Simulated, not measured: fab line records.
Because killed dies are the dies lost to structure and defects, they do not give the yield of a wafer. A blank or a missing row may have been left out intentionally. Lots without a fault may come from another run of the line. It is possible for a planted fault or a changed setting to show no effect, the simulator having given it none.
A lot that was struck, set against a sound lot	flow n5_finfet	32 out of 1938 route steps
Sound: wafers L591.1, L591.4, L591.6. Struck: wafer L598.4; the same lot's L598.2 was not struck, so it is left out; see the end for the cause.
For every step that has rows: the tool of each side, followed by ch and its chambers, followed by its first start. Under that, the readings that differ: sound wafers	struck wafers	difference of the means	sigmas: that difference in standard deviations of wafers without a fault.
alike: a reading whose means differ by less than 2 such deviations, as well as words and numbers matching on both sides. not compared: withheld readings; readings where some wafer has no value; bounds like >300 that might hide an equal value; numbers whose values overlap and for which the record gives no deviation.
The two part at a step that has a row with sigmas, a row that says differs or no value, or rows on one side only. Numbers that don't overlap but have no deviation are shown without sigmas and don't part them. Lack of a reading on every wafer of one side parts them only where that side has two or more wafers.

first, 5 steps without rows for these wafers: N5_FIN_SAQP_PRECLEAN_42 (cleans in O3/DIW, time 60 s); N5_FIN_SAQP_PRECLEAN_00 (cleans in SC1, time 60 s); N5_FIN_SAQP_PRECLEAN_44 (cleans in SC2, time 45 s); N5_FIN_SAQP_SRD_01 (time 30 s); N5_FIN_SAQP_ALD_61 (deposits SiO2, target thk 4 nm, pulse time 1 s, purge time 2 s).
N5_FIN_SAQP_DENSIFY_62: time 60 s.
  sound on rtp_anneal-02 ch 0, day 2 21:19; struck on rtp_anneal-02 ch 0, day 4 15:35
  alike: lamp_power_pct, lamp_zone_7_pct, wafer_temp_C_max
N5_FIN_SAQP_HM_DEP_03: deposits SiNx from SiH4/NH3/N2, target thk 38 nm, time 33.6 s.
  sound on pecvd-01 ch 0,2, day 2 21:32; struck on pecvd-01 ch 1, day 4 15:46
reading	sound	struck	difference	sigmas
heater_power_w (W)	656 642 641	876	+230	+3
showerhead_plenum_p_Torr (Torr)	5.14 5.14 5.04	5.27	+0.16	+2
throttle_valve_pct (%)	41.0 41.2 37.9	46.7	+6.7	+2
N5_FIN_SAQP_THK_MEAS_05:
  sound: film_metro-01 at day 2 21:38; struck: film_metro-01 at day 4 15:51
  alike: thk_nm
N5_FIN_SAQP_PECVD_47: deposits a-Si from SiH4/He, target thk 45 nm, time 36.3 s.
  sound on pecvd-04 ch 0,1,2, day 2 21:40; struck on pecvd-04 ch 1, day 4 15:53
  alike: heater_power_w, showerhead_plenum_p_Torr, throttle_valve_pct
then, 1 step without rows for these wafers: N5_FIN_SAQP_PECVD_48 (deposits SiNx from SiH4/NH3/N2, target thk 25 nm, time 22.1 s).
N5_FIN_SAQP_PECVD_06: deposits a-Si from SiH4/He, target thk 60 nm, time 48.1 s.
  sound on pecvd-04 ch 0,1,2, day 2 21:45; struck on pecvd-04 ch 1, day 4 15:58
  alike: heater_power_w, showerhead_plenum_p_Torr, throttle_valve_pct
N5_FIN_SAQP_THK_MEAS_07:
  sound: film_metro-01 at day 2 21:50; struck: film_metro-01 at day 4 16:04
  alike: thk_nm
N5_FIN_SAQP_HM_DEP_72: deposits SiO2 from SiH4/N2O, target thk 12 nm, time 7.2 s.
  sound on pecvd-01 ch 0,1,2, day 2 21:53; struck on pecvd-03 ch 2, day 4 16:06
reading	sound	struck	difference	sigmas
model.SiO2_of_FIN_SAQP_HM_DEP_72.thk_nm (nm)	12.13 12.15 12.03	15.9	+3.8	
  alike: heater_power_w, showerhead_plenum_p_Torr
then, 8 steps without rows for these wafers: N5_FIN_SAQP_COAT_49 (time 60 s, resist thk 100 nm); N5_FIN_SAQP_COAT_50 (time 60 s, resist thk 35 nm); N5_FIN_SAQP_COAT_10 (resist thk 90 nm); N5_FIN_SAQP_EBR_12; N5_FIN_SAQP_SOFTBAKE_11 (time 60 s); N5_FIN_SAQP_EXPOSE_13 (exposes mask FIN CORE, target cd 35.6 nm); N5_FIN_SAQP_PEB_14 (peb time 60 s); N5_FIN_SAQP_DEVELOP_15 (develop time 30 s).
N5_FIN_SAQP_CD_MEAS_16: target cd 35.6 nm.
  sound on cd_sem-03 ch 0, day 2 22:20; struck on cd_sem-02 ch 0, day 4 16:33
reading	sound	struck	difference	sigmas
cd_nm (nm)	35.9 35.9 36.1	35.2	-0.8	-2
N5_FIN_SAQP_OVL_MEAS_17:
  sound on overlay-01 ch 0, day 2 22:23; struck on overlay-02 ch 0, day 4 16:35
  alike: FIN_CORE_OVL
N5_FIN_SAQP_INSPECT_18: inspects for defects (brightfield).
  sound: defect_inspect-02 at day 2 22:24; struck: defect_inspect-01 at day 4 16:37
  alike: raw_defect_count
then, 1 step without rows for these wafers: N5_FIN_SAQP_DESCUM_21 (chemistry O2, time 7.9 s).
N5_FIN_SAQP_ETCH_51: etches SiARC in CF4, target depth 45.5 nm, time 75.8 s.
  sound on rie_diel-01 ch 0,2, day 2 22:28; struck on rie_diel-03 ch 1, day 4 16:41
reading	sound	struck	difference	sigmas
drypump_motor_current_A (A)	5.1 6.5 6.5	5.1	-0.9	-2
etch_rf_on_time_s (s)	76.5 74.9 75.3	70.7	-4.9	-2
  alike: bias_w, oes_product_au, rf_vpp_V, showerhead_plenum_p_Torr, throttle_valve_pct
  not compared: rf_hours_counter_h
then, 2 steps without rows for these wafers: N5_FIN_SAQP_ETCH_52 (etches SOC in N2/H2, target depth 100 nm, overetch 20 nm, time 150 s); N5_FIN_SAQP_STRIP_53 (strips in N2/H2).
N5_FIN_SAQP_HM_OPEN_73: chemistry CHF3/O2, target SiO2, stops on a-Si, target depth 12 nm, time 16.8 s.
  sound on rie_diel-01 ch 0,2, day 2 22:38; struck on rie_diel-03 ch 1, day 4 16:50
reading	sound	struck	difference	sigmas
oes_product_au (a.u.)	0.43 0.54 0.54	0.63	+0.13	+2
model.etch.depth_nm (nm)	12.13 12.15 12.03	15.9	+3.8	
  alike: O2_flow_sccm, bias_w, drypump_motor_current_A, rf_vpp_V, showerhead_plenum_p_Torr, throttle_valve_pct
  not compared: rf_hours_counter_h
then, 1 step without rows for these wafers: N5_FIN_SAQP_STRIP_74 (strips in CHF3/O2).
-- here the record skips 6 days between the struck wafers' starts before and after, leaving off in module FIN_SAQP and picking up in module BEOL_M4 (first step shown: number 1111 of the route) --
N5_BEOL_M4_RC_MEAS_101:
  sound on prober-01 ch 0, day 8 22:21; struck on prober-01 ch 0, day 10 11:53
reading	sound	struck	difference	sigmas
DIBL_N (mV/V)	36.2 33.7 34.1	41.9	+7.2	+3
DIBL_P (mV/V)	35.5 31.3 33.4	42.7	+9.3	+3
IOFF_N (nA/um)	0.15 0.10 0.13	0.29	+0.16	+3
IOFF_P (nA/um)	0.18 0.13 0.16	0.32	+0.16	+3
ION_N (uA/um)	672 630 696	713	+47	+3
ION_P (uA/um)	460 433 468	482	+28	+3
SS_N (mV/dec)	71.6 71.2 70.8	72.8	+1.6	+2
SS_P (mV/dec)	72.8 72.3 72.5	75.6	+3.1	+4
VT_N (mV)	251 261 250	244	-10	-2
VT_P (mV)	-253 -259 -254	-245	+10	+2
then, 1 step without rows for these wafers: N5_PASSIVATION_PROBE_49.

== WHERE THEY PART ==
Earliest at N5_FIN_SAQP_HM_DEP_03; latest, in this record, at N5_BEOL_M4_RC_MEAS_101.

WHY: the cause the simulator had injected
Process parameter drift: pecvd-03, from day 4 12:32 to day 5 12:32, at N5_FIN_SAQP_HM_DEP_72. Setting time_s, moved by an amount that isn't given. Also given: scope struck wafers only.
